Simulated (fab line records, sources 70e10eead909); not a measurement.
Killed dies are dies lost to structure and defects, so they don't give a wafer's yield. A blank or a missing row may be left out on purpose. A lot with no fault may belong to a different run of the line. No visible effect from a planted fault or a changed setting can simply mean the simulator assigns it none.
Matching of chambers || flow nand harc || rie diel-01 running NHARC_A_STAIRCASE_DESCUM_186: 4 sister chambers
The step chemistry O2, time 3 s. 4 wafers are shown with their chamber, then 7 later ones without.

## WAFERS WITH THEIR CHAMBER
{"wafer": "L085.1", "chamber": 1, "drypump motor current A (A)": 5.2}
{"wafer": "L087.6", "chamber": 2, "drypump motor current A (A)": 6.3}
{"wafer": "L090.1", "chamber": 0, "drypump motor current A (A)": 5.9}
{"wafer": "L090.2", "chamber": 3, "drypump motor current A (A)": 5.0}

## WAFERS MISSING THEIR CHAMBER
{"wafer": "L090.6", "drypump motor current A (A)": 5.2}
{"wafer": "L093.3", "drypump motor current A (A)": 5.9}
{"wafer": "L093.4", "drypump motor current A (A)": 5.2}
{"wafer": "L093.5", "drypump motor current A (A)": 5.1}
{"wafer": "L095.2", "drypump motor current A (A)": 6.3}
{"wafer": "L095.4", "drypump motor current A (A)": 5.8}
{"wafer": "L095.6", "drypump motor current A (A)": 6.3}

## WHICH CHAMBER EACH WENT THROUGH
{"wafer": "L090.6", "from the rows above": 1, "in truth": 1}
{"wafer": "L093.3", "from the rows above": 0, "in truth": 0}
{"wafer": "L093.4", "from the rows above": 1, "in truth": 1}
{"wafer": "L093.5", "from the rows above": "can't be placed: 3 or 1", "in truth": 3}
{"wafer": "L095.2", "from the rows above": 2, "in truth": 2}
{"wafer": "L095.4", "from the rows above": 0, "in truth": 0}
{"wafer": "L095.6", "from the rows above": 2, "in truth": 2}
Correctly placed: 6 of 7. Not placeable from these rows: 1 (in 1, the candidates include the true chamber). Wrongly placed: 0.
How it was worked out, from the rows above alone: a wafer's distance from a chamber is the root of the sum, over the readings, of the square of ((its reading less the chamber's mean) divided by the reading's scatter). The wafer belongs to the nearest chamber; if the next one is less than 2 further off, it can't be placed. For every chamber, the mean is computed from those of its wafers that are shown. The scatter: root of mean squared gap, hidden wafer to nearest shown wafer, with one shown wafer a chamber.
